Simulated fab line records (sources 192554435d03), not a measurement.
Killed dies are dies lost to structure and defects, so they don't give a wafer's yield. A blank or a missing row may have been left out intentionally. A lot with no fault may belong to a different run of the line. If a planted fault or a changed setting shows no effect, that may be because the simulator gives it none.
fab line records	flow n5_finfet
record: lots: 4	wafers: 12	last_day: 17
route steps=1938 shown MOL_CONTACT_COAG@581 BEOL_M4@1111
lots with no fault: from the same line, run without faults
start_h: hours from the record's first day to the start of the lot's first wafer shown	wait_h: how many hours have passed since the lot's step before this one	" as in the row above	L1.1+2: one row covering several wafers at once	- no value present, or no start provided	* or withheld: withheld	< > ~ a bound
route shown NAME@n: a module of which the file shows steps, and the number in the route of the first	usual: the fault-free wafers' mean and standard deviation	same: alike in all rows	chamber/n: place in a boat	sites: the reading at each site	_std_site: the values' standard deviation	_edge_site: the outer-site mean with the inner-site mean subtracted	radius_mm: how far each site lies from the wafer's centre	mask NAME#n: copy n	behind: the tool/chamber that last shaped the wafer	hold: reason for holding the lot/hours on hold/outcome of the hold	device: which transistor (n, p or np) failed to switch	end of line: at the end of the route, the tests of the same wafers	where a step has no rows: the recipe by itself	killed: dies that structure and defects cost at the first sort, which is not the same as the wafer's yield	map: a wafer's dies, marking killed ones x, the rest . and places with no die _
set.NAME: the setting as run; set.NAME@STEP: as run at that earlier step	model.NAME: the simulator's own value behind a step, which no gauge read
lots at selected steps of the route; one table per step, one row per wafer
services: the hour from which a tool's chamber was out of use, counted from the record's first day as start_h (under 0 if before that day), plus the number of hours and why
== steps ==
step: N5_MOL_CONTACT_COAG_ETCH_91
recipe: chemistry: N2/H2	target: SOC	target_depth_a: 600	overetch_a: 210	mask_material: SiARC	temp_c: 40	time_s: 101.2	ion_energy_ev: 200	pressure_mtorr: 30	source_w: 840	bias_w: 150	n2_flow_sccm: 200	h2_flow_sccm: 200
step: N5_MOL_CONTACT_COAG_STRIP_92
recipe: chemistry: N2/H2	temp_c: 40	n2_flow_sccm: 200	h2_flow_sccm: 200	rf_frequency_hz: 6e+07
step: N5_MOL_CONTACT_COAG_STRIP_93
recipe: chemistry: N2/H2	temp_c: 40	n2_flow_sccm: 200	h2_flow_sccm: 200	rf_frequency_hz: 6e+07
step: N5_MOL_CONTACT_COAG_ETCHBACK_135
recipe: chemistry: CHF3	target: SiO2	target_depth_a: 250	time_s: 16.7	ion_energy_ev: 200	pressure_mtorr: 30	source_w: 610	bias_w: 170	Ar_flow_sccm: 200	CHF3_flow_sccm: 50
step: N5_MOL_CONTACT_COAG_STRIP_118
recipe: chemistry: CHF3	resist: SiARC	rf_frequency_hz: 6e+07
step: N5_MOL_CONTACT_COAG_VIA_ETCH_46
recipe: chemistry: C4F6/O2	target_depth_a: 460	overetch_a: 92	mask_material: SOC	target: SiO2	bias_w: 455	pressure_mtorr: 10	time_s: 40	source_w: 325	Ar_flow_sccm: 300	C4F6_flow_sccm: 10	O2_flow_sccm: 10	ion_energy_ev: 575.3	ends: end_point
step: N5_MOL_CONTACT_COAG_STRIP_96
recipe: chemistry: N2/H2	power_w: 500	temp_c: 40	pressure_mtorr: 50	rf_frequency_hz: 6e+07	overash_fraction: 0.3	bias_power_w: 28	h2_frac: 0.5	n2_flow_sccm: 300	h2_flow_sccm: 300
step: N5_MOL_CONTACT_COAG_ETCH_47
recipe: chemistry: CH3F/O2	target: SiNx	target_depth_a: 270	mask_material: SiO2	stop_on: W	over_etch_frac: 0.2	ion_energy_ev: 120	endpoint: OES-CN	pressure_mtorr: 30	source_w: 395	bias_w: 73	Ar_flow_sccm: 150	CH3F_flow_sccm: 30	O2_flow_sccm: 20	ends: end_point
step: N5_MOL_CONTACT_COAG_STRIP_119
recipe: chemistry: N2/H2	time_s: 30	power_w: 1000	temp_c: 250	pressure_mtorr: withheld	n2_flow_sccm: 1750	h2_flow_sccm: 3250
step: N5_MOL_CONTACT_COAG_PRECLEAN_144
recipe: chemistry: alkaline_clean	temp_c: 60	time_s: 60	do_ppb: 50
step: N5_MOL_CONTACT_COAG_SRD_145
recipe: dry: ipa_marangoni	time_s: 30	temp_c: 23	rinse_liquid: diw
step: N5_MOL_CONTACT_COAG_COAT_62
recipe: resist: SOC	temp_c: 250	time_s: 60	spin_rpm: 1500	resist_thk_nm: 60
usual: spin_speed_rpm: 1500.0/0.99
lot.wafer	tool	chamber	start_h	wait_h	spin_speed_rpm	model.SOC_of_MOL_CONTACT_COAG_COAT_62.thk_nm
L711.3	litho_track-02	0	156.22	0.0	1397.3	62.2
L711.4	"	0	"	"	1395.7	62
L711.6	"	0	"	"	1397.2	62.2
L715.1	litho_track-02	0	174.48	0.0	1395.3	62.6
L715.2	"	0	"	"	1396.9	62.6
L715.4	"	0	"	"	1395.9	62.6
L723.1	litho_track-03	0	226.63	0.0	1500.1	60
L723.2	"	0	"	"	1500.0	60.2
L723.4	"	0	"	"	1501.7	60
L724.2	litho_track-02	0	232.09	0.0	1502.1	60
L724.4	"	0	"	"	1499.3	60
L724.6	"	0	"	"	1498.8	60
step: N5_MOL_CONTACT_COAG_COAT_63
recipe: resist: SiARC	temp_c: 220	time_s: 60	spin_rpm: 1500	resist_thk_nm: 10
step: N5_MOL_CONTACT_COAG_COAT_64
recipe: resist: underlayer	temp_c: 205	time_s: 60	spin_rpm: 1500	resist_thk_nm: 10
step: N5_MOL_CONTACT_COAG_COAT_34
recipe: resist: CAR-EUV	spin_rpm: 1500	resist_thk_nm: 40
step: N5_MOL_CONTACT_COAG_EBR_36
recipe: solvent: PGMEA	ebr_width_mm: 1.5
step: N5_MOL_CONTACT_COAG_SOFTBAKE_35
recipe: temp_c: 110	time_s: 60	resist: CAR-EUV
step: N5_MOL_CONTACT_COAG_EXPOSE_37
recipe: mask_id: VD	na: 0.33	source_shape: annular	sigma_inner: 0.3	sigma_outer: 0.7	polarization: unpolarized	defocus_nm: 0	dose_mj: 62
step: N5_MOL_CONTACT_COAG_PEB_38
recipe: peb_temp_c: 100	peb_time_s: 60	resist: CAR-EUV
step: N5_MOL_CONTACT_COAG_DEVELOP_39
recipe: develop_time_s: 30	developer: TMAH	resist: CAR-EUV	rinse_liquid: surfactant_rinse	dry: air_spin	dev_temp_c: 23
step: N5_MOL_CONTACT_COAG_DESCUM_45
recipe: chemistry: O2	time_s: 7	source_power_w: 50	bias_power_w: 20	pressure_mtorr: 20	rf_frequency_hz: 2.712e+07	temp_c: 40	resist: CAR-EUV	o2_flow_sccm: 225
step: N5_MOL_CONTACT_COAG_ETCH_65
recipe: chemistry: N2/H2	target: underlayer	target_depth_a: 130	mask_material: CAR-EUV	time_s: 10.4	ion_energy_ev: 200	pressure_mtorr: 30	source_w: 840	bias_w: 150	n2_flow_sccm: 200	h2_flow_sccm: 200	ends: cleared
step: N5_MOL_CONTACT_COAG_ETCH_66
recipe: chemistry: CF4	target: SiARC	target_depth_a: 130	mask_material: CAR-EUV	time_s: 21.7	ion_energy_ev: 80	pressure_mtorr: 40	source_w: 545	bias_w: 36	Ar_flow_sccm: 100	cf4_flow_sccm: 100	ends: cleared
step: N5_MOL_CONTACT_COAG_ALD_133
recipe: material: SiO2	target_thk_a: 50	temp_c: 100	ald_precursor_family: BDEAS	ald_co_reactant: O2-plasma	pulse_time_s: 1	co_reactant_pulse_time_s: 1	purge_time_s: 2	co_reactant_purge_time_s: 2	ald_cycles: 35	pressure_torr: 2
step: N5_MOL_CONTACT_COAG_ETCHBACK_134
recipe: chemistry: CHF3	target: SiO2	target_depth_a: 100	time_s: 6.7	ion_energy_ev: 200	pressure_mtorr: 30	source_w: 610	bias_w: 170	Ar_flow_sccm: 200	CHF3_flow_sccm: 50
step: N5_MOL_CONTACT_COAG_ETCH_67
recipe: chemistry: N2/H2	target: SOC	target_depth_a: 600	overetch_a: 210	mask_material: SiARC	temp_c: 40	time_s: 101.2	ion_energy_ev: 200	pressure_mtorr: 30	source_w: 840	bias_w: 150	n2_flow_sccm: 200	h2_flow_sccm: 200
usual: drypump_motor_current_A: 5.8/0.47	oes_product_au: 0.66/0.053	rf_vpp_V: 524.3/2.3	showerhead_plenum_p_Torr: 2.55/0.079	throttle_valve_pct: 17.89/0.27
lot.wafer	tool	chamber	start_h	wait_h	drypump_motor_current_A	oes_product_au	rf_hours_counter_h	rf_vpp_V	showerhead_plenum_p_Torr	throttle_valve_pct	model.etch.depth_nm
L711.3	rie_diel-01	0	157.15	0.0	5.5	0.77	26	521.3	2.50	18.20	62.1
L711.4	"	2	"	"	5.9	0.62	-	528.3	2.65	18.16	61.96
L711.6	"	1	"	"	5.5	0.70	-	524.3	2.56	17.44	62.1
L715.1	rie_diel-06	0	175.31	0.0	5.8	0.66	137	524.6	2.55	17.87	62.53
L715.2	"	3	"	"	5.4	0.71	85	523.6	2.57	17.63	62.53
L715.4	"	1	"	"	5.8	0.71	80	521.9	2.46	18.10	62.51
L723.1	rie_diel-06	2	227.51	0.0	6.8	0.62	195	523.2	2.51	18.15	60.07
L723.2	"	0	"	"	5.7	0.62	153	522.8	2.55	17.88	60.29
L723.4	"	3	"	"	5.4	0.68	103	522.6	2.56	17.68	60.1
L724.2	rie_diel-06	3	233.11	0.0	5.4	0.69	104	525.8	2.56	17.68	60.02
L724.4	"	0	"	"	5.8	0.63	155	524.0	2.55	17.89	60
L724.6	"	2	"	"	6.9	0.62	-	524.6	2.51	18.15	60.08
step: N5_MOL_CONTACT_COAG_STRIP_68
recipe: chemistry: N2/H2	temp_c: 40	n2_flow_sccm: 200	h2_flow_sccm: 200	rf_frequency_hz: 6e+07
step: N5_MOL_CONTACT_COAG_STRIP_69
recipe: chemistry: N2/H2	temp_c: 40	n2_flow_sccm: 200	h2_flow_sccm: 200	rf_frequency_hz: 6e+07
step: N5_MOL_CONTACT_COAG_ETCHBACK_136
recipe: chemistry: CHF3	target: SiO2	target_depth_a: 250	time_s: 16.7	ion_energy_ev: 200	pressure_mtorr: 30	source_w: 610	bias_w: 170	Ar_flow_sccm: 200	CHF3_flow_sccm: 50
step: N5_MOL_CONTACT_COAG_STRIP_120
recipe: chemistry: CHF3	resist: SiARC	rf_frequency_hz: 6e+07
step: N5_MOL_CONTACT_COAG_VIA_ETCH_117
recipe: chemistry: C4F6/O2	target_depth_a: 400	overetch_a: 80	mask_material: SOC	target: SiO2	bias_w: 455	pressure_mtorr: 10	time_s: 26	source_w: 325	Ar_flow_sccm: 300	C4F6_flow_sccm: 10	O2_flow_sccm: 10	ion_energy_ev: 575.3	ends: end_point
step: N5_MOL_CONTACT_COAG_ETCH_124
recipe: chemistry: CH3F/O2	target: SiNx	target_depth_a: 65	mask_material: SOC	stop_on: SiOC	over_etch_frac: 0.3	ion_energy_ev: 120	pressure_mtorr: 30	source_w: 395	bias_w: 73	Ar_flow_sccm: 150	CH3F_flow_sccm: 30	O2_flow_sccm: 20	ends: end_point
step: N5_MOL_CONTACT_COAG_ETCH_48
recipe: chemistry: C4F6/O2	target_depth_a: 150	overetch_a: 45	mask_material: SOC	target: SiOC	bias_w: 465	pressure_mtorr: 10	time_s: 17	source_w: 335	Ar_flow_sccm: 300	C4F6_flow_sccm: 10	O2_flow_sccm: 10	ion_energy_ev: 576
usual: C4F6_flow_sccm: 9.998/0.028	drypump_motor_current_A: 5.8/0.48	oes_o_777_au: 0.79/0.064	oes_product_au: 0.66/0.062	rf_vpp_V: 1593/10	showerhead_plenum_p_Torr: 2.86/0.083	throttle_valve_pct: 40.8/0.31
lot.wafer	tool	chamber	start_h	wait_h	C4F6_flow_sccm	drypump_motor_current_A	oes_o_777_au	oes_product_au	rf_hours_counter_h	rf_vpp_V	showerhead_plenum_p_Torr	throttle_valve_pct	model.SOC_of_MOL_CONTACT_COAG_COAT_62.thk_nm
L711.3	rie_diel-01	0	157.34	0.0	10.002	5.4	0.87	0.74	26	1596	2.79	41.2	47.8
L711.4	"	2	"	"	9.976	5.9	0.74	0.59	-	1608	2.94	41.1	47.6
L711.6	"	1	"	"	9.988	5.5	0.83	0.67	-	1585	2.86	40.3	47.6
L715.1	rie_diel-06	0	175.50	0.0	10.035	5.8	0.77	0.65	137	1586	2.85	40.6	48.2
L715.2	"	3	"	"	9.999	5.4	0.85	0.70	85	1600	2.88	40.6	48
L715.4	"	1	"	"	10.007	5.8	0.84	0.70	80	1577	2.76	41.1	48.2
L723.1	rie_diel-06	2	227.70	0.0	9.984	6.9	0.73	0.61	195	1601	2.83	41.1	46
L723.2	"	0	"	"	9.978	5.8	0.76	0.62	153	1583	2.84	40.6	46
L723.4	"	3	"	"	10.041	5.4	0.83	0.71	103	1600	2.87	40.6	45.6
L724.2	rie_diel-06	3	233.30	0.0	9.982	5.4	0.83	0.68	104	1601	2.87	40.6	45.6
L724.4	"	0	"	"	10.017	5.8	0.75	0.64	155	1584	2.84	40.6	45.8
L724.6	"	2	"	"	9.997	6.8	0.73	0.60	-	1600	2.83	41.1	46
step: N5_MOL_CONTACT_COAG_STRIP_72
recipe: chemistry: N2/H2	power_w: 450	temp_c: 40	pressure_mtorr: 20	rf_frequency_hz: 6e+07	overash_fraction: 3	bias_power_w: 7	h2_frac: 0.5	n2_flow_sccm: 200	h2_flow_sccm: 200
step: N5_BEOL_M4_RC_MEAS_101
usual: DIBL_N: 36.3/1.2	DIBL_P: 36.3/1.4	IOFF_N: 0.157/0.02	IOFF_P: 0.22/0.033	ION_N: 675/9.6	ION_P: 465/8.2	SS_N: 71.4/0.45	SS_P: 73.3/0.54	VT_N: 249.8/2.5	VT_P: -249/3.2
lot.wafer	tool	chamber	start_h	wait_h	DIBL_N[mV/V]	DIBL_P[mV/V]	IOFF_N[nA/um]	IOFF_P[nA/um]	ION_N[uA/um]	ION_P[uA/um]	SS_N[mV/dec]	SS_P[mV/dec]	VT_N[mV]	VT_P[mV]
L711.3	prober-01	0	232.58	0.7	33.2	34.0	0.131	0.19	665	463	71.2	72.3	252.8	-248
L711.4	"	0	"	"	33.6	34.4	0.138	0.19	651	457	71.0	72.2	248.5	-247
L711.6	"	0	"	"	32.5	34.1	0.128	0.19	668	461	71.4	73.1	250.6	-247
L715.1	prober-01	0	251.93	0.0	35.4	35.8	0.159	0.20	670	457	71.4	72.7	248.4	-253
L715.2	"	0	"	"	34.8	35.2	0.152	0.20	674	459	70.6	72.7	248.7	-252
L715.4	"	0	"	"	35.0	35.2	0.157	0.19	677	456	71.2	72.9	248.8	-251
L724.2	prober-01	0	307.35	0.2	37.1	37.2	0.175	0.28	680	472	71.5	73.8	246.7	-245
L724.4	"	0	"	"	36.1	35.8	0.147	0.25	665	465	71.4	72.6	250.7	-246
L724.6	"	0	"	"	36.9	37.3	0.168	0.27	670	472	71.8	73.5	249.9	-245
L723.1	prober-02	0	315.03	0.0	35.3	34.1	0.138	0.21	673	469	70.9	74.0	251.2	-247
L723.2	"	0	"	"	36.9	36.3	0.167	0.25	680	475	71.6	73.2	248.0	-246
L723.4	"	0	"	"	37.5	36.9	0.182	0.25	687	470	71.6	74.2	248.5	-246
== services ==
tool	chamber	start_h	hours	kind
rie_diel-01	3	137.44	-	clean
rie_diel-01	3	137.44	-	consumable_replace:focus_ring
rie_diel-01	3	137.44	23.2	scheduled_down
rie_diel-01	3	137.44	23.2	vent_cycle
rie_diel-06	-	174.50	0.2	repair
litho_track-02	-	177.37	-	consumable_replace:filter
== key ==
first_sign: step: N5_MOL_CONTACT_COAG_COAT_62	reading: spin_speed_rpm	direction: down	sigmas: 99+	usual: *	struck: *
effect none on later readings
model_effect: step: N5_MOL_CONTACT_COAG_COAT_62	value: SOC_of_MOL_CONTACT_COAG_COAT_62.thk_nm	without: 60.17	struck: 62.37
model_effect: step: N5_MOL_CONTACT_COAG_ETCH_67	value: etch.depth_nm	without: 60.11	struck: 62.29
model_effect: step: N5_MOL_CONTACT_COAG_ETCH_48	value: SOC_of_MOL_CONTACT_COAG_COAT_62.thk_nm	without: 45.7	struck: 47.9
met_at N5_MOL_CONTACT_COAG_COAT_62
struck_wafers L711.3,L711.4,L711.6,L715.1,L715.2,L715.4
fault: kind: process_parameter_drift	tool: litho_track-02	chamber: -	onset_h: 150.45	steps: N5_MOL_CONTACT_COAG_COAT_62	channel: spin_rpm	offset: *	shape: step	end_h: 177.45	acts_in: *	stated: *
